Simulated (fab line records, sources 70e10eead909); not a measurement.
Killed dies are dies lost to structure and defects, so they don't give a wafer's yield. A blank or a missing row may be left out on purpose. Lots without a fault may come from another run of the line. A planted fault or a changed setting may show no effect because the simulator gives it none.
Which tool did it? | flow nand_harc | 24 lots, 72 wafers sampled, at 6 steps of a route of 1302

WHAT THE GAUGES READ, wafer by wafer
NHARC_P_M0_OVL_MEAS_10: pitch 180 nm.
lot  | measured     | on         | overlay_x_nm (nm) | overlay_y_nm (nm)
L074 | day 6 09:09  | overlay-02 | 0.1 0.6 0.0       | -0.2 0.3 0.1
L075 | day 6 09:34  | overlay-01 | 0.1 -0.6 0.0      | -0.9 -1.2 -0.9
L076 | day 6 21:38  | overlay-01 | -0.2 0.4 -0.5     | -0.3 0.0 -0.5
L077 | day 7 01:13  | overlay-02 | -1.0 -1.0 -1.0    | 0.7 0.6 0.1
L078 | day 7 14:40  | overlay-02 | -1.6 -1.1 -1.3    | -0.3 0.0 0.2
L079 | day 8 08:51  | overlay-01 | -1.0 -0.5 0.0     | 1.4 1.3 1.1
L080 | day 8 10:46  | overlay-02 | -0.4 -0.3 -0.5    | 0.2 -0.1 0.3
L081 | day 8 22:25  | overlay-02 | -0.4 -0.5 -0.3    | 0.0 -0.5 -0.5
L082 | day 9 09:14  | overlay-01 | -2.2 -1.6 -2.1    | -0.2 -0.2 0.4
L083 | day 9 19:18  | overlay-01 | 0.8 1.0 0.8       | -0.6 -0.5 -1.2
L084 | day 10 04:22 | overlay-02 | 0.6 0.0 -0.3      | -0.9 -1.3 -1.0
L085 | day 10 18:47 | overlay-01 | 0.5 0.6 0.3       | -1.9 -2.2 -2.3
L086 | day 10 21:42 | overlay-02 | -0.2 0.0 -0.3     | -1.2 -1.7 -1.6
L087 | day 11 12:41 | overlay-01 | -1.3 -1.3 -1.6    | 0.5 0.3 0.4
L088 | day 12 01:55 | overlay-01 | 0.2 -0.4 0.0      | -0.6 0.0 0.1
L089 | day 12 08:05 | overlay-02 | -0.5 -1.3 -0.7    | 0.6 0.6 0.8
L090 | day 12 21:20 | overlay-02 | -0.8 -0.5 -0.2    | -0.8 -0.7 -0.9
L091 | day 13 09:49 | overlay-01 | 0.4 0.5 0.8       | 1.1 1.0 1.0
L092 | day 13 14:16 | overlay-02 | -1.7 -1.3 -1.6    | 0.6 1.1 1.0
L093 | day 13 21:16 | overlay-02 | 0.7 1.0 0.2       | -0.3 -0.4 -1.0
L094 | day 14 17:31 | overlay-01 | 0.3 -0.4 -0.6     | -0.8 -0.1 -0.6
L095 | day 14 22:01 | overlay-02 | 0.6 0.3 0.1       | 0.6 0.3 1.2
L096 | day 15 08:22 | overlay-01 | -0.5 -0.7 -1.7    | 0.2 0.0 0.7
L097 | day 15 21:46 | overlay-02 | 1.2 1.5 1.4       | -0.9 -1.2 -0.7

WHICH TOOL RAN EACH LOT (tool, then ch and the chambers of the sampled wafers, then the start)
lot  | NHARC_P_GATE_HM_DEP_102       | NHARC_P_GATE_ETCH_114                         | NHARC_P_GATE_STRIP_108             | NHARC_P_GATE_STRIP_75                | NHARC_P_CONTACT_ETCH_18
L074 | acl_dep-01 ch 0, day 5 07:11  | rie_diel-02 ch 1,2, day 5 09:14 or earlier    | rie_diel-05 ch 1,2, day 5 09:14    | plasma_asher-02 ch 0,1, day 5 21:05  | rie_diel-10 ch 0,3, day 6 09:09 or earlier
L075 | acl_dep-02 ch 0, day 5 07:17  | rie_diel-01 ch 0,1, day 5 09:26 or earlier    | rie_diel-02 ch 1,2, day 5 09:26    | plasma_asher-01 ch 0,1, day 5 21:30  | rie_diel-12 ch 1,2,3, day 6 09:34 or earlier
L076 | acl_dep-02 ch 0, day 5 19:56  | rie_diel-02 ch 0,1,2, day 5 21:56 or earlier  | rie_diel-05 ch 0,2,3, day 5 21:56  | plasma_asher-02 ch 0,1, day 6 09:55  | rie_diel-11 ch 2,3, day 6 21:38 or earlier
L077 | acl_dep-02 ch 0, day 5 23:57  | rie_diel-05 ch 0,1,3, day 6 02:04 or earlier  | rie_diel-01 ch 0,1,3, day 6 02:04  | plasma_asher-01 ch 0,1, day 6 13:55  | rie_diel-10 ch 0,1,3, day 7 01:13 or earlier
L078 | acl_dep-01 ch 0, day 6 10:45  | rie_diel-01 ch 0,3, day 6 12:58 or earlier    | rie_diel-02 ch 0,1, day 6 12:58    | plasma_asher-01 ch 0,1, day 7 03:07  | rie_diel-10 ch 0,1,3, day 7 14:40 or earlier
L079 | acl_dep-01 ch 0, day 7 06:10  | rie_diel-02 ch 0,1,2, day 7 08:16 or earlier  | rie_diel-05 ch 0,1,3, day 7 08:16  | plasma_asher-01 ch 0,1, day 7 20:19  | rie_diel-11 ch 0,3, day 8 08:51 or earlier
L080 | acl_dep-03 ch 0, day 7 09:16  | rie_diel-02 ch 0,1,2, day 7 11:17 or earlier  | rie_diel-01 ch 1,2, day 7 11:17    | plasma_asher-02 ch 0,1, day 7 23:20  | rie_diel-10 ch 0,1,3, day 8 10:46 or earlier
L081 | acl_dep-02 ch 0, day 7 20:34  | rie_diel-05 ch 1,2, day 7 22:37 or earlier    | rie_diel-01 ch 0,1, day 7 22:37    | plasma_asher-01 ch 0,1, day 8 10:34  | rie_diel-11 ch 0, day 8 18:46
L082 | acl_dep-03 ch 0, day 8 07:36  | rie_diel-01 ch 0,1, day 8 09:41 or earlier    | rie_diel-05 ch 0,3, day 8 09:41    | plasma_asher-01 ch 0, day 8 21:37    | rie_diel-11 ch 0,2,3, day 9 09:14 or earlier
L083 | acl_dep-02 ch 0, day 8 16:56  | rie_diel-02 ch 0,2, day 8 19:04 or earlier    | rie_diel-01 ch 0,2,3, day 8 19:04  | plasma_asher-01 ch 0,1, day 9 07:13  | rie_diel-11 ch 0,2, day 9 19:18 or earlier
L084 | acl_dep-02 ch 0, day 9 02:46  | rie_diel-02 ch 0,2, day 9 04:59 or earlier    | rie_diel-02 ch 0,1,2, day 9 04:59  | plasma_asher-01 ch 0,1, day 9 16:57  | rie_diel-12 ch 0,1,3, day 10 04:22 or earlier
L085 | acl_dep-02 ch 0, day 9 17:02  | rie_diel-02 ch 0,1, day 9 19:04 or earlier    | rie_diel-02 ch 0,2, day 9 19:04    | plasma_asher-02 ch 0,1, day 10 07:03 | rie_diel-12 ch 0,1,3, day 10 18:47 or earlier
L086 | acl_dep-01 ch 0, day 9 19:45  | rie_diel-01 ch 0,1,3, day 9 21:47 or earlier  | rie_diel-05 ch 0,2,3, day 9 21:47  | plasma_asher-01 ch 0,1, day 10 09:46 | rie_diel-11 ch 0,1,2, day 10 21:42 or earlier
L087 | acl_dep-02 ch 0, day 10 09:09 | rie_diel-02 ch 0,1,2, day 10 11:10 or earlier | rie_diel-02 ch 0,1, day 10 11:10   | plasma_asher-02 ch 0,1, day 11 01:15 | rie_diel-11 ch 1,2,3, day 11 12:41 or earlier
L088 | acl_dep-03 ch 0, day 11 00:10 | rie_diel-02 ch 0,1,2, day 11 02:19 or earlier | rie_diel-05 ch 0,1, day 11 02:19   | plasma_asher-01 ch 0,1, day 11 14:21 | rie_diel-10 ch 0,1,2, day 12 01:55 or earlier
L089 | acl_dep-01 ch 0, day 11 06:32 | rie_diel-01 ch 0,1,2, day 11 08:21 or earlier | rie_diel-05 ch 0,3, day 11 08:21   | plasma_asher-02 ch 0,1, day 11 20:36 | rie_diel-10 ch 0,2,3, day 12 04:29
L090 | acl_dep-01 ch 0, day 11 19:40 | rie_diel-05 ch 0,2,3, day 11 21:43 or earlier | rie_diel-05 ch 0,1,3, day 11 21:43 | plasma_asher-02 ch 0,1, day 12 09:39 | rie_diel-11 ch 0,1,2, day 12 21:20 or earlier
L091 | acl_dep-03 ch 0, day 12 08:09 | rie_diel-01 ch 1,2, day 12 10:23 or earlier   | rie_diel-01 ch 0,2, day 12 10:23   | plasma_asher-01 ch 0,1, day 12 22:19 | rie_diel-12 ch 0,2,3, day 13 09:49 or earlier
L092 | acl_dep-03 ch 0, day 12 12:38 | rie_diel-05 ch 0,2,3, day 12 14:50 or earlier | rie_diel-02 ch 0,2,3, day 12 14:50 | plasma_asher-02 ch 0,1, day 13 02:42 | rie_diel-11 ch 1,2,3, day 13 14:16 or earlier
L093 | acl_dep-02 ch 0, day 12 17:14 | rie_diel-01 ch 1,3, day 12 19:23 or earlier   | rie_diel-01 ch 1,3, day 12 19:23   | plasma_asher-01 ch 0,1, day 13 09:34 | rie_diel-10 ch 2,3, day 13 21:16 or earlier
L094 | acl_dep-02 ch 0, day 13 16:02 | rie_diel-01 ch 0,2,3, day 13 17:53 or earlier | rie_diel-02 ch 2,3, day 13 17:53   | plasma_asher-02 ch 0,1, day 14 05:56 | rie_diel-10 ch 0,1, day 14 17:31 or earlier
L095 | acl_dep-02 ch 0, day 13 20:41 | rie_diel-01 ch 1,2, day 13 22:37 or earlier   | rie_diel-02 ch 1,2, day 13 22:37   | plasma_asher-02 ch 1, day 14 10:27   | rie_diel-12 ch 0,1,2, day 14 22:01 or earlier
L096 | acl_dep-03 ch 0, day 14 06:28 | rie_diel-05 ch 2,3, day 14 08:31 or earlier   | rie_diel-05 ch 1,3, day 14 08:31   | plasma_asher-01 ch 0,1, day 14 20:43 | rie_diel-12 ch 2,3, day 15 08:22 or earlier
L097 | acl_dep-03 ch 0, day 14 20:16 | rie_diel-05 ch 1,2,3, day 14 22:13 or earlier | rie_diel-02 ch 1,2, day 14 22:13   | plasma_asher-02 ch 0,1, day 15 10:12 | rie_diel-12 ch 0,1,2, day 15 21:46 or earlier
- NHARC_P_GATE_HM_DEP_102: deposits aC, target thk 120 nm.
- NHARC_P_GATE_ETCH_114: etches the open film in CF4/O2, target depth 30 nm, overetch 3 nm, time 16.5 s.
- NHARC_P_GATE_STRIP_108: strips in O2.
- NHARC_P_GATE_STRIP_75: strips in O2.
- NHARC_P_CONTACT_ETCH_18: etches the open film in C4F8/O2/Ar, target depth 481 nm, time 240.5 s.

WHAT THE TOOLS THEMSELVES READ (means of the sampled wafers that have a number; where no wafer has one, the mark that the record gives instead)
NHARC_P_GATE_HM_DEP_102.
lot  | tool       | throttle_valve_pct (%)
L074 | acl_dep-01 | 34.998
L075 | acl_dep-02 | 35.004
L076 | acl_dep-02 | 35.000
L077 | acl_dep-02 | 35.009
L078 | acl_dep-01 | 34.993
L079 | acl_dep-01 | 34.995
L080 | acl_dep-03 | 34.996
L081 | acl_dep-02 | 34.994
L082 | acl_dep-03 | 35.001
L083 | acl_dep-02 | 35.004
L084 | acl_dep-02 | 35.002
L085 | acl_dep-02 | 35.006
L086 | acl_dep-01 | 34.995
L087 | acl_dep-02 | 35.006
L088 | acl_dep-03 | 34.999
L089 | acl_dep-01 | 35.002
L090 | acl_dep-01 | 35.001
L091 | acl_dep-03 | 35.000
L092 | acl_dep-03 | 35.003
L093 | acl_dep-02 | 35.006
L094 | acl_dep-02 | 34.996
L095 | acl_dep-02 | 34.993
L096 | acl_dep-03 | 34.996
L097 | acl_dep-03 | 34.989

NHARC_P_GATE_ETCH_114.
lot  | tool        | drypump_motor_current_A (A) | o2_flow_sccm (sccm) | oes_product_au (a.u.) | rf_vpp_V (V) | showerhead_plenum_p_Torr (Torr) | throttle_valve_pct (%)
L074 | rie_diel-02 | 5.7                         | 19.90               | 0.996                 | 197.1        | 1.33                            | 13.390
L075 | rie_diel-01 | 6.2                         | 20.08               | 0.998                 | 198.1        | 1.39                            | 13.396
L076 | rie_diel-02 | 5.4                         | 19.92               | 0.999                 | 197.6        | 1.34                            | 13.396
L077 | rie_diel-05 | 5.6                         | 20.03               | 1.002                 | 197.8        | 1.33                            | 13.390
L078 | rie_diel-01 | 6.2                         | 19.99               | 0.993                 | 199.2        | 1.41                            | 13.390
L079 | rie_diel-02 | 5.4                         | 19.95               | 1.001                 | 197.5        | 1.34                            | 13.403
L080 | rie_diel-02 | 5.4                         | 20.01               | 1.001                 | 198.5        | 1.34                            | 13.397
L081 | rie_diel-05 | 5.3                         | 19.97               | 1.015                 | 198.2        | 1.37                            | 13.392
L082 | rie_diel-01 | 6.2                         | 20.04               | 1.010                 | 199.1        | 1.39                            | 13.407
L083 | rie_diel-02 | 5.6                         | 19.94               | 1.000                 | 199.2        | 1.35                            | 13.396
L084 | rie_diel-02 | 5.2                         | 20.08               | 1.000                 | 198.4        | 1.37                            | 13.401
L085 | rie_diel-02 | 5.0                         | 19.95               | 0.996                 | 197.5        | 1.35                            | 13.405
L086 | rie_diel-01 | 6.2                         | 20.01               | 1.001                 | 198.9        | 1.40                            | 13.399
L087 | rie_diel-02 | 5.4                         | 20.02               | 0.997                 | 197.9        | 1.34                            | 13.401
L088 | rie_diel-02 | 5.4                         | 20.05               | 0.993                 | 197.9        | 1.34                            | 13.400
L089 | rie_diel-01 | 5.9                         | 19.99               | 0.997                 | 197.7        | 1.35                            | 13.404
L090 | rie_diel-05 | 5.4                         | 19.98               | 0.996                 | 198.3        | 1.38                            | 13.399
L091 | rie_diel-01 | 5.6                         | 20.08               | 0.985                 | 197.6        | 1.30                            | 13.407
L092 | rie_diel-05 | 5.4                         | 19.99               | 1.004                 | 198.3        | 1.37                            | 13.396
L093 | rie_diel-01 | 6.1                         | 19.95               | 0.996                 | 199.4        | 1.41                            | 13.401
L094 | rie_diel-01 | 5.9                         | 19.97               | 0.994                 | 197.5        | 1.36                            | 13.394
L095 | rie_diel-01 | 5.8                         | 19.94               | 1.002                 | 198.0        | 1.35                            | 13.408
L096 | rie_diel-05 | 5.7                         | 19.95               | 1.011                 | 198.2        | 1.36                            | 13.394
L097 | rie_diel-05 | 5.6                         | 20.02               | 1.002                 | 198.3        | 1.34                            | 13.404

NHARC_P_GATE_STRIP_108.
lot  | tool        | drypump_motor_current_A (A) | o2_flow_sccm (sccm) | oes_product_au (a.u.) | rf_vpp_V (V) | showerhead_plenum_p_Torr (Torr) | throttle_valve_pct (%)
L074 | rie_diel-05 | 5.3                         | 500.7               | 1.002                 | 57.9         | 3.61                            | 17.027
L075 | rie_diel-02 | 5.7                         | 498.1               | 1.014                 | 57.6         | 3.51                            | 17.041
L076 | rie_diel-05 | 5.4                         | 501.3               | 1.008                 | 57.6         | 3.63                            | 17.032
L077 | rie_diel-01 | 6.2                         | 499.7               | 1.000                 | 57.7         | 3.69                            | 17.021
L078 | rie_diel-02 | 5.2                         | 500.0               | 1.000                 | 57.5         | 3.51                            | 17.033
L079 | rie_diel-05 | 5.7                         | 499.5               | 0.996                 | 58.1         | 3.50                            | 17.039
L080 | rie_diel-01 | 5.6                         | 499.5               | 1.014                 | 56.9         | 3.45                            | 17.028
L081 | rie_diel-01 | 6.2                         | 498.4               | 1.006                 | 57.3         | 3.67                            | 17.031
L082 | rie_diel-05 | 5.8                         | 500.9               | 1.001                 | 57.7         | 3.55                            | 17.038
L083 | rie_diel-01 | 5.9                         | 499.3               | 1.002                 | 58.5         | 3.58                            | 17.033
L084 | rie_diel-02 | 5.4                         | 501.4               | 0.990                 | 57.4         | 3.54                            | 17.044
L085 | rie_diel-02 | 5.2                         | 500.9               | 0.999                 | 57.2         | 3.61                            | 17.037
L086 | rie_diel-05 | 5.4                         | 500.6               | 0.998                 | 58.3         | 3.62                            | 17.037
L087 | rie_diel-02 | 5.0                         | 501.1               | 1.002                 | 57.9         | 3.57                            | 17.041
L088 | rie_diel-05 | 5.3                         | 499.9               | 1.001                 | 57.0         | 3.54                            | 17.032
L089 | rie_diel-05 | 5.7                         | 500.6               | 1.016                 | 57.5         | 3.55                            | 17.034
L090 | rie_diel-05 | 5.7                         | 498.2               | 1.011                 | 57.3         | 3.50                            | 17.039
L091 | rie_diel-01 | 5.7                         | 500.4               | 1.006                 | 57.9         | 3.45                            | 17.037
L092 | rie_diel-02 | 5.2                         | 498.3               | 0.999                 | 57.6         | 3.61                            | 17.038
L093 | rie_diel-01 | 6.1                         | 500.4               | 0.996                 | 59.0         | 3.69                            | 17.041
L094 | rie_diel-02 | 5.2                         | 499.9               | 1.010                 | 58.2         | 3.62                            | 17.037
L095 | rie_diel-02 | 5.5                         | 499.7               | 1.002                 | 58.1         | 3.47                            | 17.031
L096 | rie_diel-05 | 6.0                         | 498.9               | 1.018                 | 56.9         | 3.46                            | 17.041
L097 | rie_diel-02 | 5.7                         | 500.2               | 0.992                 | 57.3         | 3.50                            | 17.030

NHARC_P_GATE_STRIP_75.
lot  | tool            | drypump_motor_current_A (A) | heater_power_w (W)
L074 | plasma_asher-02 | 5.1                         | 393
L075 | plasma_asher-01 | 6.2                         | 361
L076 | plasma_asher-02 | 4.9                         | 385
L077 | plasma_asher-01 | 6.1                         | 355
L078 | plasma_asher-01 | 6.1                         | 358
L079 | plasma_asher-01 | 6.1                         | 361
L080 | plasma_asher-02 | 4.9                         | 382
L081 | plasma_asher-01 | 6.0                         | 342
L082 | plasma_asher-01 | 6.3                         | 336
L083 | plasma_asher-01 | 6.2                         | 343
L084 | plasma_asher-01 | 6.1                         | 354
L085 | plasma_asher-02 | 4.9                         | 383
L086 | plasma_asher-01 | 6.1                         | 352
L087 | plasma_asher-02 | 5.0                         | 387
L088 | plasma_asher-01 | 6.1                         | 350
L089 | plasma_asher-02 | 4.9                         | 369
L090 | plasma_asher-02 | 4.9                         | 371
L091 | plasma_asher-01 | 6.2                         | 338
L092 | plasma_asher-02 | 5.1                         | 376
L093 | plasma_asher-01 | 6.0                         | 348
L094 | plasma_asher-02 | 5.1                         | 378
L095 | plasma_asher-02 | 4.8                         | 357
L096 | plasma_asher-01 | 6.0                         | 348
L097 | plasma_asher-02 | 4.9                         | 369

NHARC_P_CONTACT_ETCH_18.
lot  | tool        | oes_product_au (a.u.) | rf_vpp_V (V)
L074 | rie_diel-10 | 0.911                 | 979
L075 | rie_diel-12 | 0.944                 | 979
L076 | rie_diel-11 | 0.928                 | 987
L077 | rie_diel-10 | 0.962                 | 980
L078 | rie_diel-10 | 0.921                 | 979
L079 | rie_diel-11 | 0.965                 | 987
L080 | rie_diel-10 | 0.931                 | 979
L081 | rie_diel-11 | 0.923                 | 988
L082 | rie_diel-11 | 0.960                 | 988
L083 | rie_diel-11 | 0.965                 | 986
L084 | rie_diel-12 | 0.963                 | 976
L085 | rie_diel-12 | 0.973                 | 976
L086 | rie_diel-11 | 0.974                 | 984
L087 | rie_diel-11 | 0.959                 | 983
L088 | rie_diel-10 | 0.975                 | 980
L089 | rie_diel-10 | 0.990                 | 979
L090 | rie_diel-11 | 0.966                 | 985
L091 | rie_diel-12 | 0.969                 | 975
L092 | rie_diel-11 | 0.961                 | 985
L093 | rie_diel-10 | 0.928                 | 981
L094 | rie_diel-10 | 0.932                 | 977
L095 | rie_diel-12 | 0.958                 | 979
L096 | rie_diel-12 | 0.952                 | 976
L097 | rie_diel-12 | 0.931                 | 979

THE ANSWER, worked out from the rows above alone
Rule: what is usual is taken from the lots themselves. Put in order of their means at a reading, lots are off if they are a third of the lots or fewer, leave a main group of 4 or more, and stand apart from it by a gap of 3 or more times the standard deviation of the main group's means; of several such gaps the widest counts. A main group whose means are all the same, to the digits that the tables above print for the reading, isn't used. A lot without any number at a reading at which 4 lots or more have one is off too. The other lots that the step has rows for count as sound. The gauges are gone through in route order, then the tools' own readings, and for those a lot's mean is taken as printed above. The first step at which some lot is off is used, and at that step the reading that is off furthest; a lot without a number counts as furthest.
No lot is off at any reading shown: from this, nothing can be told.

WHAT THE SIMULATOR HAD PUT IN
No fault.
